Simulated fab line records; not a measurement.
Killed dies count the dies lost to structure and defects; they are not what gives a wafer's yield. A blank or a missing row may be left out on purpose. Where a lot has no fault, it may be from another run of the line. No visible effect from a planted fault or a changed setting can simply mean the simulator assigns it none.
Which tool did it? ; flow nand_harc ; 10 lots with 30 wafers sampled at 4 steps, on a route of 1302 steps

WHAT THE GAUGES READ, wafer by wafer
NHARC_END_WLT_00.
lot;measured;on;VT_DECK2_TOP
L657;day 24 18:59;prober-01;0.900 0.905 0.896
L659;day 24 13:13;prober-02;0.897 0.898 0.893
L658;day 24 20:59;prober-02;0.903 0.898 0.905
L660;day 25 15:43;prober-01;0.896 0.902 0.892
L661;day 25 15:14;prober-02;1.026 1.023 1.036 1.029 1.030 1.030
L664;day 26 21:22;prober-01;0.907 0.901 0.900
L668;day 28 23:22;prober-02;1.037 1.035 1.035 1.031 1.024 1.038
L672;day 29 19:49;prober-01;0.906 0.902 0.895
L675;day 32 14:47;prober-01;0.905 0.901 0.911
L678;day 33 01:38;prober-02;0.901 0.898 0.898

TOOL THAT RAN EACH LOT (tool first, then ch and the chambers of the sampled wafers, then the start)
lot;NHARC_P_STI_PRECLEAN_32;NHARC_THIN_TSV_STRIP_62;NHARC_THIN_TSV_PVD_51
L657;wet_bench-07 ch 1,6,7, day 2 22:04;plasma_asher-02 ch 0,1, day 24 09:34;pvd_sputter-01, day 24 14:17 or earlier
L659;wet_bench-07 ch 0,6,7, day 3 17:01;plasma_asher-02 ch 0,1, day 24 02:47;pvd_sputter-03, day 24 07:32 or earlier
L658;wet_bench-07 ch 0,6,7, day 3 17:11;plasma_asher-01 ch 0, day 24 10:38;pvd_sputter-03, day 24 15:22 or earlier
L660;wet_bench-07 ch 0,1,5, day 4 01:05;plasma_asher-01 ch 0,1, day 25 03:47;pvd_sputter-01, day 25 08:25 or earlier
L661;wet_bench-07 ch 4,5,7, day 4 13:11;plasma_asher-01 ch 0,1, day 25 05:03;pvd_sputter-03, day 25 09:36 or earlier
L664;wet_bench-09 ch 2,3,5, day 5 18:31;plasma_asher-01 ch 1, day 26 10:05;pvd_sputter-01, day 26 14:49 or earlier
L668;wet_bench-07 ch 0,2,3, day 7 12:05;plasma_asher-01 ch 0,1, day 28 12:10;pvd_sputter-03, day 28 16:59 or earlier
L672;wet_bench-09 ch 2,4,7, day 9 03:07;plasma_asher-01 ch 0,1, day 29 12:20;pvd_sputter-02, day 29 17:04 or earlier
L675;wet_bench-02 ch 1,4,5, day 10 07:59;plasma_asher-02 ch 0,1, day 32 05:17;pvd_sputter-02, day 32 10:04 or earlier
L678;wet_bench-09 ch 2,4,5, day 11 15:43;plasma_asher-01 ch 0,1, day 32 15:41;pvd_sputter-03, day 32 20:34 or earlier
- NHARC_P_STI_PRECLEAN_32: cleans in SC1.
- NHARC_THIN_TSV_STRIP_62: strips in N2/H2, time 20 s.
- NHARC_THIN_TSV_PVD_51: deposits Cu, target thk 100 nm.

THE ANSWER, worked out from the rows above alone
Rule: what is usual is taken from the lots themselves. Put in order of their means at a reading, lots are off if they are a third of the lots or fewer, leave a main group of 4 or more, and stand apart from it by a gap of 3 or more times the standard deviation of the main group's means; of several such gaps the widest counts. If all means in a main group match to the digits the tables above print for the reading, that group is not used. A lot without any number at a reading at which 4 lots or more have one is off too. The other lots that the step has rows for count as sound.
Off: at NHARC_END_WLT_00 (VT_DECK2_TOP), L661, L668. The main group: mean 0.900, standard deviation 0.003.
If a tool, at a process step before that reading, ran all the lots that are off and no sound lot after the first of them, it fits. The gauges at NHARC_END_WLT_00 are tried like those tools. With no start given for some of its lots, NHARC_THIN_TSV_PVD_51 uses the hours and lot order of NHARC_THIN_TSV_CD_MEAS_37. One fits: wet_bench-07 at NHARC_P_STI_PRECLEAN_32. A fault onset in the window from L660 (day 4 01:05, its last sound lot) to L661 (day 4 13:11, its first lot off) fits.

WHAT THE SIMULATOR HAD PUT IN
Metallic contamination source: wet_bench-07, from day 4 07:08 on, at NHARC_P_STI_PRECLEAN_32. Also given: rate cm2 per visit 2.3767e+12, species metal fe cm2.
Lots struck among those shown: L661, L668. Same finding as the rule above.
